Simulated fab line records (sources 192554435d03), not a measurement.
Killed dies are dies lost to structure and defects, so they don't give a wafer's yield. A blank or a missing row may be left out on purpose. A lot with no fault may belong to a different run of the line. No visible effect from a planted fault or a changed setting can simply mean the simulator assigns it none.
Chamber matching -- flow n5 finfet -- rie si-03 running N5_DUMMY_GATE_ETCH_44: 4 sister chambers
The step etches poly-Si in HBr/O2, stops on SiO2, target depth 127.5 nm. 4 wafers are shown with their chamber, then 7 later ones without.

== WAFERS, EACH WITH ITS CHAMBER ==
wafer,chamber,throttle valve pct (%)
L086.5,1,18.75
L089.1,2,18.48
L090.3,3,18.16
L090.4,0,18.41

== WAFERS WITH NO CHAMBER GIVEN ==
wafer,throttle valve pct (%)
L090.6,18.13
L091.1,18.42
L091.5,18.40
L091.6,18.77
L096.1,18.75
L096.4,18.15
L096.5,18.77

== EACH ONE'S CHAMBER ==
wafer,from the rows above,in truth
L090.6,3,3
L091.1,0,0
L091.5,0,0
L091.6,1,1
L096.1,1,1
L096.4,3,3
L096.5,1,1
Placed correctly: 7 of 7. From these rows, 0 cannot be placed. Wrongly placed: 0.
How it was worked out, from the rows above alone: a wafer's distance from a chamber is the root of the sum, over the readings, of the square of ((its reading less the chamber's mean) divided by the reading's scatter). The wafer belongs to the nearest chamber; if the next one is less than 2 further off, it can't be placed. For every chamber, the mean is computed from those of its wafers that are shown. The scatter: root of mean squared gap, hidden wafer to nearest shown wafer, with one shown wafer a chamber.
